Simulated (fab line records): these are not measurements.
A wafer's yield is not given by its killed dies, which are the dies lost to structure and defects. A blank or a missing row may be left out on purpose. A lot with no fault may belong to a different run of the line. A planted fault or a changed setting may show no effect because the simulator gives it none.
fab line records + flow n5-finfet + part 2 of 2: steps 22 to 31 of 31
record
- lots=5
- wafers=15
- last-day=17
route steps=1938 shown BEOL_M9@1440 BEOL_M10@1470
lots that met no fault: from a run of the same line without faults
start-h: hours from the record's first day to the start of the lot's first wafer shown + wait-h: hours since the lot's step before + " unchanged from the row above + L1.1+2: one row covering several wafers at once + - no value, or no start given + * or withheld: withheld + < > ~ a bound
route shown NAME@n: a module of which the file shows steps, and the number in the route of the first + usual: the fault-free wafers' mean and standard deviation + same: alike in all rows + chamber/n: place in a boat + sites: per-site readings + _std_site: standard deviation across them + _edge_site: mean of outer sites minus mean of inner sites + radius-mm: for every site, how far away it sits from the centre of the wafer + mask NAME#n: copy n + behind: tool/chamber where the wafer was last shaped + hold: reason for holding the lot/hours on hold/outcome of the hold + device: whichever transistor did not switch (one of n, p or np) + end of line: tests run on the same wafers once the route is complete + for a step that has no rows: nothing shown but its recipe + killed: at the first sort, the dies lost to defects and structure; wafer yield is something else + map: a wafer's dies, marking killed ones x, the rest . and places with no die _
set.NAME: the setting the step ran with; set.NAME@STEP: the setting that earlier step ran with + model.NAME: the simulator's own value behind a step, which no gauge read
lots at some steps of the route; a table a step, a row a wafer
services: when a tool's chamber went out of use (start-h, in hours from the record's first day, below 0 if earlier), for how many hours, and the reason
## steps
# step N5_BEOL_M9_SPUTTER_48
# recipe
- material=Cu
- target-thk-a=120
- temp-c=-20
- bias-v=60
- power-w=26000
- chamber-pressure-pa=0.13
- time-s=2
# usual
- chamber-pressure-pa=0.12998/0.00026
- chuck-sensor-temp-C=-15.9/0.33
- throttle-valve-pct=29.8/1.2
| lot.wafer | tool           | chamber | start-h | wait-h | chamber-pressure-pa | chuck-sensor-temp-C | throttle-valve-pct |
|-----------|----------------|---------|---------|--------|---------------------|---------------------|--------------------|
| L086.2    | pvd-sputter-03 | -       | 294.97  | 0.1    | 0.13008             | -16.4               | 29.1               |
| L086.5    | "              | -       | "       | "      | 0.12996             | -16.2               | 29.4               |
| L086.6    | "              | -       | "       | "      | 0.12982             | -15.8               | 29.4               |
| L088.1    | pvd-sputter-01 | -       | 301.57  | 0.1    | 0.12996             | -16.6               | 27.2               |
| L088.2    | "              | -       | "       | "      | 0.1297              | -15.9               | 30.5               |
| L088.4    | "              | -       | "       | "      | 0.13012             | -15.9               | 29.6               |
| L092.2    | pvd-sputter-02 | -       | 318.12  | 0.1    | 0.13                | -16.0               | 28.8               |
| L092.4    | "              | -       | "       | "      | 0.12975             | -15.7               | 29.8               |
| L092.5    | "              | -       | "       | "      | 0.12967             | -16.0               | 28.9               |
| L091.2    | pvd-sputter-03 | -       | 331.78  | 4.0    | 0.1299              | -16.4               | 29.2               |
| L091.3    | "              | -       | "       | "      | 0.12987             | -15.6               | 29.6               |
| L091.6    | "              | -       | "       | "      | 0.12991             | -15.6               | 29.8               |
| L095.2    | pvd-sputter-03 | -       | 347.33  | 0.2    | 0.12991             | -15.7               | 31.9               |
| L095.3    | "              | -       | "       | "      | 0.1298              | -15.5               | 30.9               |
| L095.4    | "              | -       | "       | "      | 0.12984             | -16.5               | 29.0               |
# step N5_BEOL_M9_ECD_50
# recipe
- material=Cu
- target-thk-a=3180
| lot.wafer  | tool      | chamber | start-h | wait-h |
|------------|-----------|---------|---------|--------|
| L086.2+5+6 | ecd-cu-01 | 0,1,0   | 295.09  | 0.1    |
| L088.1+2+4 | ecd-cu-01 | 0,1,1   | 301.69  | 0.1    |
| L092.2+4+5 | ecd-cu-02 | 1,1,0   | 318.24  | 0.1    |
| L091.2+3+6 | ecd-cu-02 | 0,0,1   | 331.90  | 0.1    |
| L095.2+3+4 | ecd-cu-01 | 0,0,1   | 347.46  | 0.1    |
# step N5_BEOL_M9_ANNEAL_51
# recipe
- temp-c=225
- time-s=90
- ambient=N2
# usual
- wafer_temp_C_max=225.73/0.22
| lot.wafer | tool          | chamber | start-h | wait-h | wafer_temp_C_max |
|-----------|---------------|---------|---------|--------|------------------|
| L086.2    | rtp-anneal-02 | 0       | 295.28  | 0.2    | 226.01           |
| L086.5    | "             | 0       | "       | "      | 225.60           |
| L086.6    | "             | 0       | "       | "      | 225.93           |
| L088.1    | rtp-anneal-01 | 0       | 301.96  | 0.2    | 225.78           |
| L088.2    | "             | 0       | "       | "      | 225.50           |
| L088.4    | "             | 0       | "       | "      | 225.99           |
| L092.2    | rtp-anneal-01 | 0       | 318.60  | 0.3    | 225.43           |
| L092.4    | "             | 0       | "       | "      | 225.91           |
| L092.5    | "             | 0       | "       | "      | 225.78           |
| L091.2    | rtp-anneal-01 | 0       | 332.21  | 0.3    | 225.93           |
| L091.3    | "             | 0       | "       | "      | 225.53           |
| L091.6    | "             | 0       | "       | "      | 225.59           |
| L095.2    | rtp-anneal-02 | 0       | 347.61  | 0.1    | 226.05           |
| L095.3    | "             | 0       | "       | "      | 225.84           |
| L095.4    | "             | 0       | "       | "      | 225.72           |
# step N5_BEOL_M9_CMP_52
# recipe
- stop-on=SiCOH_lowk
- t-overpolish-s=7
- down-force-psi=1
- platen-rpm=50
- clearing-platen-down-force-psi=1.5
- clearing-platen-rpm=50
- post-cmp-clean=cu-alkaline
- target-thk-nm=140
- clearing-platen-pad-velocity-m-s=0.99484
- pad-velocity-m-s=0.99484
# usual
- barrier-field-endpoint-s=29.0/0.75
- motor-current-A=5.9/0.84
- overpolish-run-s=6.999/0.0098
- time-to-endpoint-s=67/3.5
| lot.wafer | tool   | chamber | start-h | wait-h | barrier-field-endpoint-s | motor-current-A | overpolish-run-s | time-to-endpoint-s |
|-----------|--------|---------|---------|--------|--------------------------|-----------------|------------------|--------------------|
| L086.2    | cmp-01 | 0       | 295.65  | 0.3    | 29.1                     | 5.6             | 6.995            | 74                 |
| L086.5    | "      | 1       | "       | "      | 28.7                     | 5.6             | 7.000            | 64                 |
| L086.6    | "      | 2       | "       | "      | 29.7                     | 8.1             | 7.010            | 69                 |
| L088.2    | cmp-01 | 2       | 302.26  | 0.2    | 28.8                     | 8.8             | 7.000            | 66                 |
| L088.1    | "      | 3       | "       | "      | 28.3                     | 5.3             | 6.984            | 64                 |
| L088.4    | "      | 0       | "       | "      | 30.3                     | 6.3             | 6.991            | 71                 |
| L092.2    | cmp-04 | 1       | 318.89  | 0.2    | 29.8                     | 6.4             | 7.003            | 68                 |
| L092.4    | "      | 2       | "       | "      | 30.3                     | 5.9             | 6.999            | 65                 |
| L092.5    | "      | 1       | "       | "      | 30.7                     | 6.2             | 7.001            | 67                 |
| L091.2    | cmp-04 | 2       | 332.59  | 0.3    | 28.8                     | 6.1             | 7.013            | 65                 |
| L091.3    | "      | 0       | "       | "      | 28.6                     | 5.6             | 6.993            | 62                 |
| L091.6    | "      | 3       | "       | "      | 30.1                     | 5.1             | 6.996            | 66                 |
| L095.2    | cmp-01 | 3       | 347.87  | 0.2    | 29.1                     | 5.6             | 6.994            | 68                 |
| L095.3    | "      | 0       | "       | "      | 30.4                     | 6.0             | 7.002            | 77                 |
| L095.4    | "      | 2       | "       | "      | 28.5                     | 8.4             | 7.001            | 69                 |
# step N5_BEOL_M9_THK_MEAS_53
# recipe
- thk-meas-gauge=xrf
- reads=Cu_of_BEOL_M9_ECD_50
# usual
- M9_THK=137/3.3
| lot.wafer | tool          | chamber | start-h | wait-h | M9_THK[nm] |
|-----------|---------------|---------|---------|--------|------------|
| L086.2    | film-metro-01 | -       | 295.83  | -      | 136        |
| L086.5    | "             | -       | "       | "      | 139        |
| L086.6    | "             | -       | "       | "      | 142        |
| L088.1    | film-metro-02 | -       | 302.55  | -      | 137        |
| L088.2    | "             | -       | "       | "      | 142        |
| L088.4    | "             | -       | "       | "      | 144        |
| L092.2    | film-metro-02 | -       | 319.15  | -      | 134        |
| L092.4    | "             | -       | "       | "      | 133        |
| L092.5    | "             | -       | "       | "      | 130        |
| L091.2    | film-metro-01 | -       | 332.89  | -      | 134        |
| L091.3    | "             | -       | "       | "      | 138        |
| L091.6    | "             | -       | "       | "      | 139        |
| L095.2    | film-metro-01 | -       | 348.16  | -      | 138        |
| L095.3    | "             | -       | "       | "      | 135        |
| L095.4    | "             | -       | "       | "      | 142        |
# step N5_BEOL_M9_PRE_CLEAN_55
# recipe
- gas=NH3
- time-s=15
- temp-c=withheld
- rf-power-w=300
| lot.wafer  | tool     | chamber | start-h | wait-h |
|------------|----------|---------|---------|--------|
| L086.2+5+6 | pecvd-02 | 0,0,2   | 295.87  | 0.0    |
| L088.1+2+4 | pecvd-02 | 2,1,1   | 302.59  | 0.0    |
| L092.2+4+5 | pecvd-03 | 2,1,0   | 319.19  | 0.0    |
| L091.2+3+6 | pecvd-02 | 0,2,2   | 332.93  | 0.0    |
| L095.2+3+4 | pecvd-02 | 0,2,1   | 348.20  | 0.0    |
# step N5_BEOL_M9_DEP_56
# recipe
- material=SiCN
- target-thk-a=150
- temp-c=withheld
- precursor=3MS/NH3
- pressure-torr=3
- rf-w=202
- time-s=26.5
# usual
- showerhead-plenum-p-Torr=3.665/0.015
- throttle-valve-pct=9.3/0.6
| lot.wafer | tool     | chamber | start-h | wait-h | showerhead-plenum-p-Torr | throttle-valve-pct |
|-----------|----------|---------|---------|--------|--------------------------|--------------------|
| L086.2    | pecvd-02 | 0       | 295.89  | 0.0    | 3.672                    | 9.0                |
| L086.5    | "        | 0       | "       | "      | 3.663                    | 9.1                |
| L086.6    | "        | 2       | "       | "      | 3.637                    | 8.8                |
| L088.1    | pecvd-02 | 2       | 302.63  | 0.0    | 3.647                    | 8.8                |
| L088.2    | "        | 1       | "       | "      | 3.660                    | 9.3                |
| L088.4    | "        | 1       | "       | "      | 3.655                    | 8.9                |
| L092.2    | pecvd-03 | 2       | 319.21  | 0.0    | 3.666                    | 8.9                |
| L092.4    | "        | 1       | "       | "      | 3.686                    | 8.5                |
| L092.5    | "        | 0       | "       | "      | 3.653                    | 10.3               |
| L091.2    | pecvd-02 | 0       | 332.95  | 0.0    | 3.664                    | 8.9                |
| L091.3    | "        | 2       | "       | "      | 3.645                    | 8.9                |
| L091.6    | "        | 2       | "       | "      | 3.646                    | 9.1                |
| L095.2    | pecvd-02 | 0       | 348.22  | 0.0    | 3.665                    | 9.1                |
| L095.3    | "        | 2       | "       | "      | 3.652                    | 9.2                |
| L095.4    | "        | 1       | "       | "      | 3.658                    | 9.1                |
# step N5_BEOL_M9_RS_MEAS_57
# recipe
- thk-meas-gauge=four-point-probe
- reads=Cu_of_BEOL_M9_ECD_50+Co_of_BEOL_M9_CVD_78+TaN_of_BEOL_M9_ALD_74
# usual
- M9_RS=0.150/0.004
| lot.wafer | tool          | chamber | start-h | wait-h | M9_RS[ohm/sq] |
|-----------|---------------|---------|---------|--------|---------------|
| L086.2    | film-metro-02 | -       | 295.97  | 0.1    | 0.150         |
| L086.5    | "             | -       | "       | "      | 0.147         |
| L086.6    | "             | -       | "       | "      | 0.144         |
| L088.1    | film-metro-01 | -       | 302.72  | 0.1    | 0.149         |
| L088.2    | "             | -       | "       | "      | 0.145         |
| L088.4    | "             | -       | "       | "      | 0.142         |
| L092.2    | film-metro-02 | -       | 319.29  | 0.1    | 0.152         |
| L092.4    | "             | -       | "       | "      | 0.153         |
| L092.5    | "             | -       | "       | "      | 0.158         |
| L091.2    | film-metro-01 | -       | 333.03  | 0.1    | 0.153         |
| L091.3    | "             | -       | "       | "      | 0.148         |
| L091.6    | "             | -       | "       | "      | 0.146         |
| L095.2    | film-metro-01 | -       | 348.30  | 0.1    | 0.149         |
| L095.3    | "             | -       | "       | "      | 0.151         |
| L095.4    | "             | -       | "       | "      | 0.144         |
# step N5_BEOL_M9_INSPECT_58
# recipe
- inspect-instrument=darkfield
- mode=post-dep
# usual
- raw-defect-count=71/24
| lot.wafer | tool              | chamber | start-h | wait-h | raw-defect-count |
|-----------|-------------------|---------|---------|--------|------------------|
| L086.2    | defect-inspect-01 | -       | 295.99  | 0.0    | 80               |
| L086.5    | "                 | -       | "       | "      | 70               |
| L086.6    | "                 | -       | "       | "      | 70               |
| L088.1    | defect-inspect-01 | -       | 302.75  | 0.0    | 82               |
| L088.2    | "                 | -       | "       | "      | 125              |
| L088.4    | "                 | -       | "       | "      | 98               |
| L092.2    | defect-inspect-01 | -       | 319.31  | 0.0    | 74               |
| L092.4    | "                 | -       | "       | "      | 99               |
| L092.5    | "                 | -       | "       | "      | 55               |
| L091.2    | defect-inspect-02 | -       | 333.05  | 0.0    | 31               |
| L091.3    | "                 | -       | "       | "      | 69               |
| L091.6    | "                 | -       | "       | "      | 39               |
| L095.2    | defect-inspect-02 | -       | 348.32  | 0.0    | 55               |
| L095.3    | "                 | -       | "       | "      | 40               |
| L095.4    | "                 | -       | "       | "      | 26               |
# step N5_BEOL_M10_ILD_DEP_00
# recipe
- material=SiCOH_lowk
- target-thk-a=3085.1
- temp-c=300
- precursor=DEMS/porogen
- pressure-torr=5
- rf-w=500
- time-s=58
# usual
- heater-power-w=296/62
- showerhead-plenum-p-Torr=5.743/0.016
- throttle-valve-pct=14.3/0.83
| lot.wafer | tool     | chamber | start-h | wait-h | heater-power-w | showerhead-plenum-p-Torr | throttle-valve-pct |
|-----------|----------|---------|---------|--------|----------------|--------------------------|--------------------|
| L086.2    | pecvd-03 | 2       | 296.03  | 0.0    | 393            | 5.742                    | 13.8               |
| L086.5    | "        | 2       | "       | "      | 386            | 5.730                    | 13.5               |
| L086.6    | "        | 1       | "       | "      | 218            | 5.754                    | 13.1               |
| L088.1    | pecvd-04 | 0       | 302.78  | 0.0    | 255            | 5.751                    | 13.4               |
| L088.2    | "        | 1       | "       | "      | 446            | 5.731                    | 14.1               |
| L088.4    | "        | 2       | "       | "      | 255            | 5.746                    | 14.4               |
| L092.2    | pecvd-01 | 0       | 319.35  | 0.0    | 248            | 5.783                    | 16.1               |
| L092.4    | "        | 1       | "       | "      | 300            | 5.743                    | 14.1               |
| L092.5    | "        | 2       | "       | "      | 283            | 5.751                    | 14.7               |
| L091.2    | pecvd-04 | 2       | 333.09  | 0.0    | 283            | 5.733                    | 14.0               |
| L091.3    | "        | 2       | "       | "      | 223            | 5.743                    | 14.2               |
| L091.6    | "        | 1       | "       | "      | 344            | 5.732                    | 14.1               |
| L095.2    | pecvd-01 | 1       | 348.36  | 0.0    | 275            | 5.729                    | 14.2               |
| L095.3    | "        | 0       | "       | "      | 306            | 5.773                    | 16.3               |
| L095.4    | "        | 2       | "       | "      | 279            | 5.754                    | 14.7               |
## services
| tool           | chamber | start-h | hours | kind                          |
|----------------|---------|---------|-------|-------------------------------|
| pecvd-04       | 0       | 271.90  | 10.6  | repair                        |
| pecvd-02       | -       | 278.99  | 1.1   | repair                        |
| ald-metal-04   | -       | 285.36  | 1.2   | repair                        |
| ecd-cu-01      | -       | 285.38  | 0.4   | repair                        |
| ecd-cu-01      | -       | 286.87  | 0.9   | repair                        |
| rie-diel-04    | 2       | 287.02  | -     | clean                         |
| rie-diel-04    | 2       | 287.02  | -     | consumable-replace:focus-ring |
| ald-metal-04   | 2       | 290.58  | 8.0   | repair                        |
| ald-metal-02   | 1       | 290.69  | 7.6   | repair                        |
| ecd-cu-01      | -       | 294.30  | 0.4   | repair                        |
| cmp-04         | -       | 299.37  | 0.3   | repair                        |
| rie-diel-04    | 0       | 309.21  | -     | clean                         |
| rie-diel-04    | 0       | 309.21  | -     | consumable-replace:esc        |
| rie-diel-04    | 0       | 309.21  | -     | consumable-replace:focus-ring |
| rie-diel-04    | 0       | 309.21  | -     | consumable-replace:showerhead |
| rie-diel-04    | 0       | 309.21  | 25.9  | scheduled-down                |
| rie-diel-04    | 0       | 309.21  | 25.9  | vent-cycle                    |
| uv-cure-03     | -       | 322.08  | 8.3   | repair                        |
| pvd-sputter-03 | -       | 328.74  | 2.3   | repair                        |
| cvd-co-01      | 1       | 334.55  | 6.0   | repair                        |
| rie-diel-03    | 1       | 342.20  | 1.8   | repair                        |
| ald-metal-04   | 3       | 343.97  | 1.9   | repair                        |
| cmp-04         | -       | 345.28  | 1.9   | repair                        |
| pecvd-03       | 2       | 346.52  | 7.2   | repair                        |
